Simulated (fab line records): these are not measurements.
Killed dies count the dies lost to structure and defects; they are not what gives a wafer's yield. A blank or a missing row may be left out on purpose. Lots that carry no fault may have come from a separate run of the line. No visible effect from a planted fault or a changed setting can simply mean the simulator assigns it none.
fab line records | flow n5-finfet | part 1 of 2: steps 1 to 27 of 39
record: lots: 5 wafers: 15 last-day: 14
route steps=1938 shown ZERO_LAYER@10 WELL_APT@20
lots with no fault: from the same line, run without faults
start-h: hours from the record's opening day to when the first of the lot's shown wafers began | wait-h: hours elapsed since this lot's preceding step | " unchanged from the row above | L1.1+2: one row covering several wafers at once | - no value, or no start was given | * or withheld: withheld | < > ~ a bound
route shown NAME@n: names a module that has steps shown in the file, with the first one's number in the route | usual: average and standard deviation across the fault-free wafers | same: alike in all rows | chamber/n: place in a boat | sites: each site's reading | _std_site: the values' standard deviation | _edge_site: outer sites' mean less inner sites' | radius-mm: how far each site lies from the wafer's centre | mask NAME#n: copy n | behind: the tool/chamber that last shaped the wafer | hold: the reason the lot was held/the length of the hold in hours/how it ended | device: the n, p or np transistor that did not switch | end of line: the tests these same wafers got at the end of their route | a step with no rows: only its recipe | killed: dies lost to structure and defects at the first sort, not the wafer's yield | map: per-die view of a wafer (x killed, . not killed, _ where there is no die)
set.NAME: the setting as run; set.NAME@STEP: as run at that earlier step | model.NAME: the simulator's own value behind a step, which no gauge read
a table for each step, a row for each wafer; lots at some steps of the route
services: a tool's chamber out of use, with start hour (start-h, from the record's first day; less than 0 if before it), hours out, and reason
== steps ==
step: N5_ZERO_LAYER_PEB_09
recipe: peb-temp-c: withheld peb-time-s: *
columns lot.wafer tool chamber start-h wait-h
L074.2+3+5 litho-track-05 0 12.84 0.0
L076.2+4+5 litho-track-01 0 24.52 0.0
L077.1+3+5 litho-track-01 0 30.52 0.1
L079.2+3+4 litho-track-02 0 42.67 0.0
L081.3+5+6 litho-track-05 0 54.52 0.0
step: N5_ZERO_LAYER_DEVELOP_10
recipe: develop-time-s: 60 rinse-liquid: diw dry: air-spin dev-temp-c: 21
columns lot.wafer tool chamber start-h wait-h
L074.2+3+5 litho-track-05 0 - -
L076.2+4+5 litho-track-01 0 - -
L077.1+3+5 litho-track-01 0 - -
L079.2+3+4 litho-track-02 0 - -
L081.3+5+6 litho-track-05 0 - -
step: N5_ZERO_LAYER_HARDBAKE_23
recipe: temp-c: 130 time-s: 120
columns lot.wafer tool chamber start-h wait-h
L074.2+3+5 litho-track-05 0 - -
L076.2+4+5 litho-track-01 0 - -
L077.1+3+5 litho-track-01 0 - -
L079.2+3+4 litho-track-02 0 - -
L081.3+5+6 litho-track-05 0 - -
step: N5_ZERO_LAYER_CD_MEAS_11
recipe: target-cd-nm: 2000 landing-energy-ev: 500 detector: se-inlens
usual: cd-nm: 2000.7/2.7
columns lot.wafer tool chamber start-h wait-h cd-nm
L074.2 cd-sem-02 0 12.96 - 2002.0
L074.3 " 0 " " 1996.4
L074.5 " 0 " " 2000.8
L076.2 cd-sem-03 0 24.64 - 2006.3
L076.4 " 0 " " 1999.8
L076.5 " 0 " " 1998.7
L077.1 cd-sem-02 0 30.64 - 1998.2
L077.3 " 0 " " 2000.0
L077.5 " 0 " " 2001.0
L079.2 cd-sem-02 0 42.79 - 2000.5
L079.3 " 0 " " 1998.7
L079.4 " 0 " " 2004.0
L081.3 cd-sem-02 0 54.64 - 2001.7
L081.5 " 0 " " 2003.9
L081.6 " 0 " " 2000.0
step: N5_ZERO_LAYER_DESCUM_16
recipe: chemistry: O2 time-s: 7.9 source-power-w: 50 bias-power-w: 20 pressure-mtorr: 20 rf-frequency-hz: 2.712e+07 temp-c: 40 o2-flow-sccm: 225
usual: drypump-motor-current-A: 5.7/0.45 oes-product-au: 0.80/0.1 rf-vpp-V: 243.1/1.2 showerhead-plenum-p-Torr: 2.10/0.058 temp-c: 39.99/0.11 throttle-valve-pct: 20.35/0.21
columns lot.wafer tool chamber start-h wait-h drypump-motor-current-A oes-product-au rf-hours-counter-h rf-vpp-V showerhead-plenum-p-Torr temp-c throttle-valve-pct
L074.2 rie-diel-01 1 13.00 0.0 5.4 0.68 242 243.4 2.07 40.12 20.56
L074.3 " 2 " " 5.3 0.71 231 242.8 2.08 39.99 20.48
L074.5 " 0 " " 5.5 0.70 - 243.8 2.06 40.00 20.52
L076.2 rie-diel-03 2 24.69 0.0 5.8 0.84 60 244.7 2.12 40.02 20.16
L076.4 " 1 " " 6.6 0.82 108 242.9 2.08 39.90 20.22
L076.5 " 1 " " 6.6 0.81 - 243.7 2.08 40.17 20.22
L077.1 rie-diel-01 1 30.68 0.0 5.4 0.69 247 242.1 2.07 40.03 20.56
L077.3 " 2 " " 5.3 0.71 238 242.4 2.08 39.80 20.51
L077.5 " 2 " " 5.3 0.71 - 242.3 2.08 40.08 20.49
L079.2 rie-diel-03 3 42.83 0.0 6.5 0.68 250 242.5 1.97 39.99 20.53
L079.3 " 1 " " 6.6 0.80 113 243.8 2.08 39.93 20.23
L079.4 " 2 " " 5.8 0.84 65 242.9 2.12 39.86 20.17
L081.3 rie-diel-05 0 55.13 0.5 5.1 0.73 152 242.7 2.03 40.02 20.37
L081.5 " 0 " " 5.1 0.73 - 241.1 2.02 39.98 20.40
L081.6 " 3 " " 5.8 0.74 - 243.1 2.19 40.22 20.78
step: N5_ZERO_LAYER_ETCH_17
recipe: chemistry: CF4 target: SiO2 target-depth-a: 120 time-s: 13.3 ion-energy-ev: 350 pressure-mtorr: 40 source-w: 450 bias-w: 215 Ar_flow_sccm: 100 cf4-flow-sccm: 100
usual: drypump-motor-current-A: 5.7/0.45 oes-product-au: 0.80/0.11 rf-vpp-V: 949/3.6 showerhead-plenum-p-Torr: 2.14/0.06 throttle-valve-pct: 15.56/0.22
columns lot.wafer tool chamber start-h wait-h drypump-motor-current-A oes-product-au rf-hours-counter-h rf-vpp-V showerhead-plenum-p-Torr throttle-valve-pct
L074.2 rie-diel-01 1 13.03 0.0 5.4 0.66 242 946 2.12 15.76
L074.3 " 2 " " 5.3 0.70 231 947 2.10 15.62
L074.5 " 0 " " 5.5 0.71 - 947 2.11 15.75
L076.2 rie-diel-03 2 24.72 0.0 5.8 0.83 60 949 2.17 15.43
L076.4 " 1 " " 6.6 0.81 108 949 2.14 15.58
L076.5 " 1 " " 6.6 0.82 - 950 2.14 15.61
L077.1 rie-diel-01 1 30.71 0.0 5.4 0.66 247 946 2.12 15.76
L077.3 " 2 " " 5.3 0.70 238 947 2.10 15.63
L077.5 " 2 " " 5.2 0.69 - 945 2.10 15.65
L079.2 rie-diel-03 3 42.86 0.0 6.6 0.67 250 942 2.02 15.73
L079.3 " 1 " " 6.6 0.81 113 951 2.14 15.62
L079.4 " 2 " " 5.8 0.83 65 950 2.17 15.43
L081.3 rie-diel-05 0 55.17 0.0 5.2 0.74 152 943 2.05 15.51
L081.5 " 0 " " 5.1 0.73 - 944 2.05 15.51
L081.6 " 3 " " 5.8 0.73 - 955 2.23 15.97
step: N5_ZERO_LAYER_ETCH_18
recipe: chemistry: HBr/Cl2 target: Si target-depth-a: 1200 time-s: 40 pressure-mtorr: 10 icp-w: 800 bias-w: 75 HBr_flow_sccm: 150 Cl2_flow_sccm: 80
usual: HBr_flow_sccm: 150.0/0.44 drypump-motor-current-A: 5.8/0.47 oes-product-au: 0.997/0.015 throttle-valve-pct: 36.4/0.31
columns lot.wafer tool chamber start-h wait-h HBr_flow_sccm drypump-motor-current-A oes-product-au rf-hours-counter-h throttle-valve-pct
L074.2 rie-si-02 0 13.11 0.0 149.8 5.9 0.993 31 36.5
L074.3 " 3 " " 150.1 6.5 1.016 1 36.2
L074.5 " 3 " " 150.2 6.5 1.005 - 36.2
L076.2 rie-si-02 2 24.80 0.0 149.8 5.6 0.999 177 35.9
L076.4 " 3 " " 149.1 6.5 1.012 1 36.2
L076.5 " 3 " " 149.5 6.5 1.014 - 36.2
L077.1 rie-si-03 3 30.79 0.0 150.4 5.3 0.977 131 36.2
L077.3 " 2 " " 150.3 5.5 0.965 117 36.1
L077.5 " 3 " " 150.9 5.3 0.975 - 36.2
L079.2 rie-si-02 1 42.94 0.0 150.6 6.3 1.010 83 35.9
L079.3 " 2 " " 150.4 5.7 1.013 177 35.9
L079.4 " 0 " " 149.6 5.9 0.995 32 36.5
L081.3 rie-si-03 1 55.24 0.0 150.1 5.0 0.994 102 36.8
L081.5 " 0 " " 150.1 5.9 0.979 - 36.7
L081.6 " 1 " " 149.5 5.0 1.000 - 36.8
step: N5_ZERO_LAYER_STRIP_24
recipe: chemistry: O2 power-w: 1000 temp-c: 250 overash-fraction: 0.3 pressure-mtorr: 1000 o2-flow-sccm: 6750
usual: drypump-motor-current-A: 5.6/0.39 heater-power-w: 351/24 oes-product-au: 0.647/0.0043 strip-time-to-endpoint-s: 43.88/0.092 temp-c: 249.98/0.17
columns lot.wafer tool chamber start-h wait-h drypump-motor-current-A heater-power-w oes-product-au rf-hours-counter-h strip-time-to-endpoint-s temp-c
L074.2 plasma-asher-02 1 13.21 0.1 5.8 316 0.657 65 43.82 249.77
L074.3 " 1 " " 5.8 323 0.645 - 43.89 250.10
L074.5 " 0 " " 5.1 367 0.637 - 43.86 249.97
L076.2 plasma-asher-02 0 24.90 0.1 5.2 365 0.654 68 43.84 250.05
L076.4 " 0 " " 5.1 360 0.650 - 43.87 250.09
L076.5 " 0 " " 5.1 362 0.647 - 43.88 249.93
L077.1 plasma-asher-02 0 30.89 0.1 5.1 360 0.640 68 43.83 250.21
L077.3 " 0 " " 5.1 369 0.645 - 43.81 250.01
L077.5 " 1 " " 5.8 314 0.648 - 43.91 250.10
L079.2 plasma-asher-02 0 43.04 0.1 5.2 359 0.645 71 43.96 249.97
L079.3 " 0 " " 5.1 364 0.656 - 44.00 249.90
L079.4 " 1 " " 5.7 316 0.652 - 43.87 249.98
L081.3 plasma-asher-02 0 55.36 0.1 5.1 355 0.647 - 43.79 250.10
L081.5 " 1 " " 5.7 317 0.641 - 43.73 249.87
L081.6 " 0 " " 5.1 364 0.640 - 43.80 250.02
step: N5_ZERO_LAYER_STRIP_19
recipe: chemistry: SPM time-s: 900 temp-c: 130 h2so4-h2o2-vol-ratio: 4 dry: ipa-marangoni
usual: bath-guard-temp-C: 130.0/0.48 temp-c: 129.99/0.13
columns lot.wafer tool chamber start-h wait-h bath-guard-temp-C temp-c
L074.2 wet-bench-03 2 13.30 0.1 130.5 129.87
L074.3 " 6 " " 130.2 129.91
L074.5 " 5 " " 129.9 129.82
L076.2 wet-bench-05 7 24.99 0.1 129.8 129.90
L076.4 " 4 " " 130.0 130.09
L076.5 " 5 " " 130.3 130.11
L077.1 wet-bench-05 5 30.98 0.1 130.5 130.07
L077.3 " 2 " " 129.9 130.07
L077.5 " 1 " " 129.6 130.00
L079.2 wet-bench-03 7 43.13 0.1 129.7 129.91
L079.3 " 3 " " 130.0 130.12
L079.4 " 0 " " 128.7 130.01
L081.3 wet-bench-05 7 55.43 0.0 129.8 130.06
L081.5 " 0 " " 130.2 130.16
L081.6 " 4 " " 130.4 130.01
step: N5_ZERO_LAYER_INSPECT_20
recipe: inspect-instrument: darkfield mode: post-clean
usual: raw-defect-count: 38/16
columns lot.wafer tool chamber start-h wait-h raw-defect-count
L074.2 defect-inspect-01 - 13.57 0.0 77
L074.3 " - " " 31
L074.5 " - " " 84
L076.2 defect-inspect-02 - 25.26 0.0 24
L076.4 " - " " 20
L076.5 " - " " 15
L077.1 defect-inspect-02 - 31.25 0.0 29
L077.3 " - " " 24
L077.5 " - " " 22
L079.2 defect-inspect-01 - 43.40 0.0 16
L079.3 " - " " 20
L079.4 " - " " 18
L081.3 defect-inspect-01 - 55.71 0.0 32
L081.5 " - " " 35
L081.6 " - " " 45
step: N5_WELL_APT_HMDS_01
recipe: time-s: 60 temp-c: 120
columns lot.wafer tool chamber start-h wait-h
L074.2+3+5 litho-track-05 0 13.60 0.0
L076.2+4+5 litho-track-03 0 25.29 0.0
L077.1+3+5 litho-track-03 0 31.28 0.0
L079.2+3+4 litho-track-05 0 43.43 0.0
L081.3+5+6 litho-track-05 0 55.74 0.0
step: N5_WELL_APT_COAT_02
recipe: spin-rpm: 1357 resist-thk-nm: 950
columns lot.wafer tool chamber start-h wait-h
L074.2+3+5 litho-track-05 0 - -
L076.2+4+5 litho-track-03 0 - -
L077.1+3+5 litho-track-03 0 - -
L079.2+3+4 litho-track-05 0 - -
L081.3+5+6 litho-track-05 0 - -
step: N5_WELL_APT_EBR_04
recipe: solvent: PGMEA ebr-width-mm: 1.5
columns lot.wafer tool chamber start-h wait-h
L074.2+3+5 litho-track-05 0 - -
L076.2+4+5 litho-track-03 0 - -
L077.1+3+5 litho-track-03 0 - -
L079.2+3+4 litho-track-05 0 - -
L081.3+5+6 litho-track-05 0 - -
step: N5_WELL_APT_SOFTBAKE_03
recipe: temp-c: 130 time-s: 60
columns lot.wafer tool chamber start-h wait-h
L074.2+3+5 litho-track-05 0 - -
L076.2+4+5 litho-track-03 0 - -
L077.1+3+5 litho-track-03 0 - -
L079.2+3+4 litho-track-05 0 - -
L081.3+5+6 litho-track-05 0 - -
step: N5_WELL_APT_EXPOSE_05
recipe: mask-id: NWELL na: 0.8 source-shape: conventional sigma-outer: 0.8 polarization: unpolarized defocus-nm: 0 target-cd-nm: 200 dose-mj: 20.3
columns lot.wafer tool chamber start-h wait-h mask
L074.2+3+5 krf-scanner-01 0 13.71 - NWELL#0
L076.2+4+5 krf-scanner-01 0 25.40 - NWELL#0
L077.1+3+5 krf-scanner-02 0 31.51 - NWELL#0
L079.2+3+4 krf-scanner-02 0 43.54 - NWELL#0
L081.3+5+6 krf-scanner-01 0 55.87 - NWELL#0
step: N5_WELL_APT_PEB_06
recipe: peb-temp-c: 130 peb-time-s: 90
columns lot.wafer tool chamber start-h wait-h
L074.2+3+5 litho-track-05 0 13.76 0.0
L076.2+4+5 litho-track-03 0 25.45 0.0
L077.1+3+5 litho-track-05 0 31.57 0.1
L079.2+3+4 litho-track-04 0 43.59 0.0
L081.3+5+6 litho-track-04 0 55.92 0.0
step: N5_WELL_APT_DEVELOP_07
recipe: develop-time-s: 45 rinse-liquid: surfactant-rinse dry: air-spin dev-temp-c: 21
columns lot.wafer tool chamber start-h wait-h
L074.2+3+5 litho-track-05 0 - -
L076.2+4+5 litho-track-03 0 - -
L077.1+3+5 litho-track-05 0 - -
L079.2+3+4 litho-track-04 0 - -
L081.3+5+6 litho-track-04 0 - -
step: N5_WELL_APT_HARDBAKE_12
recipe: temp-c: 130 time-s: 120
columns lot.wafer tool chamber start-h wait-h
L074.2+3+5 litho-track-05 0 - -
L076.2+4+5 litho-track-03 0 - -
L077.1+3+5 litho-track-05 0 - -
L079.2+3+4 litho-track-04 0 - -
L081.3+5+6 litho-track-04 0 - -
step: N5_WELL_APT_CD_MEAS_08
recipe: target-cd-nm: 200 landing-energy-ev: 500 detector: se-inlens
usual: cd-nm: 199.9/2.1
columns lot.wafer tool chamber start-h wait-h cd-nm
L074.2 cd-sem-02 0 13.88 - 199.2
L074.3 " 0 " " 197.2
L074.5 " 0 " " 197.8
L076.2 cd-sem-02 0 25.57 - 198.1
L076.4 " 0 " " 202.0
L076.5 " 0 " " 202.6
L077.1 cd-sem-02 0 31.68 - 198.8
L077.3 " 0 " " 200.2
L077.5 " 0 " " 200.0
L079.2 cd-sem-02 0 43.71 - 202.7
L079.3 " 0 " " 199.6
L079.4 " 0 " " 199.9
L081.3 cd-sem-02 0 56.03 - 198.8
L081.5 " 0 " " 197.9
L081.6 " 0 " " 196.4
step: N5_WELL_APT_OVL_MEAS_09
recipe: points-per-wafer: 44
usual: NWELL_OVL: -1/6.5
same: points-per-wafer: 44
columns lot.wafer tool chamber start-h wait-h NWELL_OVL[nm]
L074.2 overlay-01 0 13.91 0.0 10
L074.3 " 0 " " -9
L074.5 " 0 " " -10
L076.2 overlay-01 0 25.59 0.0 -10
L076.4 " 0 " " -9
L076.5 " 0 " " 4
L077.1 overlay-01 0 31.71 0.0 -2
L077.3 " 0 " " -3
L077.5 " 0 " " -5
L079.2 overlay-02 0 43.74 0.0 -12
L079.3 " 0 " " -10
L079.4 " 0 " " -17
L081.3 overlay-01 0 56.06 0.0 1
L081.5 " 0 " " 9
L081.6 " 0 " " -9
step: N5_WELL_APT_INSPECT_10
recipe: mode: adi inspect-instrument: macro
usual: raw-defect-count: 2.1/1.4
columns lot.wafer tool chamber start-h wait-h raw-defect-count
L074.2 defect-inspect-01 - 13.93 0.0 2
L074.3 " - " " 3
L074.5 " - " " 2
L076.2 defect-inspect-02 - 25.62 0.0 2
L076.4 " - " " 2
L076.5 " - " " 3
L077.1 defect-inspect-02 - 31.74 0.0 1
L077.3 " - " " 2
L077.5 " - " " 2
L079.2 defect-inspect-02 - 43.76 0.0 4
L079.3 " - " " 3
L079.4 " - " " 2
L081.3 defect-inspect-02 - 56.09 0.0 0
L081.5 " - " " 3
L081.6 " - " " 2
step: N5_WELL_APT_DESCUM_13
recipe: chemistry: O2 time-s: 7.9 source-power-w: 50 bias-power-w: 20 pressure-mtorr: 20 rf-frequency-hz: 2.712e+07 temp-c: 40 o2-flow-sccm: 225
usual: drypump-motor-current-A: 5.9/0.47 oes-product-au: 0.78/0.076 rf-vpp-V: 243.3/1.5 showerhead-plenum-p-Torr: 2.10/0.066 temp-c: 40.00/0.1 throttle-valve-pct: 20.36/0.19
columns lot.wafer tool chamber start-h wait-h drypump-motor-current-A oes-product-au rf-hours-counter-h rf-vpp-V showerhead-plenum-p-Torr temp-c throttle-valve-pct
L074.2 rie-diel-06 3 14.04 0.1 6.4 0.79 118 245.0 2.20 39.95 20.46
L074.3 " 2 " " 4.9 0.77 148 244.7 2.11 39.98 20.46
L074.5 " 3 " " 6.4 0.79 - 246.5 2.20 39.96 20.44
L076.2 rie-diel-06 3 25.65 0.0 6.4 0.79 123 245.1 2.20 40.15 20.47
L076.4 " 2 " " 4.9 0.76 152 244.0 2.11 40.11 20.47
L076.5 " 2 " " 4.9 0.76 - 243.8 2.11 40.19 20.48
L077.1 rie-diel-04 2 31.77 0.0 6.0 0.93 18 245.3 2.21 39.95 20.21
L077.3 " 1 " " 5.8 0.74 197 243.9 2.15 39.87 20.40
L077.5 " 0 " " 5.9 0.69 - 242.2 1.96 39.96 20.76
L079.2 rie-diel-04 2 43.79 0.0 6.0 0.91 24 244.6 2.21 40.02 20.22
L079.3 " 3 " " 5.8 0.72 200 243.1 2.00 40.05 20.15
L079.4 " 2 " " 6.0 0.91 - 244.8 2.21 40.00 20.22
L081.3 rie-diel-04 3 56.13 0.0 5.8 0.72 205 243.2 1.99 39.95 20.17
L081.5 " 1 " " 5.8 0.73 - 244.2 2.15 40.11 20.42
L081.6 " 3 " " 5.9 0.72 - 241.9 1.99 39.91 20.16
step: N5_WELL_APT_IMPLANT_14
recipe: species: P energy-kev: 160 dose-cm2: 1.5e+13 tilt-deg: 0 rotation-deg: 0
usual: end-station-pressure-torr: 5.18e-06/3e-07
columns lot.wafer tool chamber start-h wait-h end-station-pressure-torr
L074.2 implanter-01 0 14.17 0.1 4.95e-06
L074.3 " 0 " " 5.22e-06
L074.5 " 0 " " 5.17e-06
L076.2 implanter-01 0 25.78 0.1 5.48e-06
L076.4 " 0 " " 5.66e-06
L076.5 " 0 " " 4.89e-06
L077.1 implanter-01 0 31.87 0.1 5.2e-06
L077.3 " 0 " " 5.27e-06
L077.5 " 0 " " 4.91e-06
L079.2 implanter-02 0 43.92 0.1 4.8e-06
L079.3 " 0 " " 5.01e-06
L079.4 " 0 " " 4.55e-06
L081.3 implanter-02 0 56.29 0.1 5.63e-06
L081.5 " 0 " " 5.34e-06
L081.6 " 0 " " 5.17e-06
step: N5_WELL_APT_IMPLANT_15
recipe: species: As energy-kev: 25 dose-cm2: 1.5e+13 tilt-deg: 0 rotation-deg: 0
usual: end-station-pressure-torr: 5.15e-06/2.7e-07
columns lot.wafer tool chamber start-h wait-h end-station-pressure-torr
L074.2 implanter-01 0 14.35 0.1 4.95e-06
L074.3 " 0 " " 5.06e-06
L074.5 " 0 " " 5.3e-06
L076.2 implanter-01 0 25.96 0.1 5.25e-06
L076.4 " 0 " " 4.81e-06
L076.5 " 0 " " 4.73e-06
L077.1 implanter-01 0 32.05 0.1 5.27e-06
L077.3 " 0 " " 5.51e-06
L077.5 " 0 " " 5.24e-06
L079.2 implanter-02 0 44.10 0.1 4.88e-06
L079.3 " 0 " " 5.12e-06
L079.4 " 0 " " 4.66e-06
L081.3 implanter-02 0 56.47 0.1 5.11e-06
L081.5 " 0 " " 5.17e-06
L081.6 " 0 " " 5.31e-06
step: N5_WELL_APT_STRIP_16
recipe: chemistry: SPM time-s: 900 temp-c: 130 h2so4-h2o2-vol-ratio: 4 dry: ipa-marangoni
usual: bath-guard-temp-C: 130.1/0.47 temp-c: 130.01/0.14
columns lot.wafer tool chamber start-h wait-h bath-guard-temp-C temp-c
L074.2 wet-bench-06 3 14.52 0.1 130.0 130.11
L074.3 " 5 " " 130.1 129.77
L074.5 " 2 " " 130.3 129.81
L076.2 wet-bench-06 7 26.14 0.1 131.3 130.04
L076.4 " 3 " " 129.7 130.23
L076.5 " 0 " " 129.9 130.01
L077.1 wet-bench-02 1 32.26 0.2 130.6 130.12
L077.3 " 7 " " 130.7 129.96
L077.5 " 2 " " 129.3 130.09
L079.2 wet-bench-06 1 44.28 0.1 130.1 129.94
L079.3 " 6 " " 129.9 130.18
L079.4 " 5 " " 129.6 130.04
L081.3 wet-bench-06 2 56.61 0.1 130.4 129.94
L081.5 " 5 " " 129.7 130.12
L081.6 " 7 " " 131.0 130.00
step: N5_WELL_APT_HMDS_18
recipe: time-s: 60 temp-c: 120
columns lot.wafer tool chamber start-h wait-h
L074.2+3+5 litho-track-05 0 14.80 0.0
L076.2+4+5 litho-track-05 0 26.66 0.0
L077.1+3+5 litho-track-05 0 32.53 0.0
L079.2+3+4 litho-track-05 0 44.56 0.0
L081.3+5+6 litho-track-03 0 56.89 0.0
step: N5_WELL_APT_COAT_19
recipe: spin-rpm: 1357 resist-thk-nm: 950
columns lot.wafer tool chamber start-h wait-h
L074.2+3+5 litho-track-05 0 - -
L076.2+4+5 litho-track-05 0 - -
L077.1+3+5 litho-track-05 0 - -
L079.2+3+4 litho-track-05 0 - -
L081.3+5+6 litho-track-03 0 - -
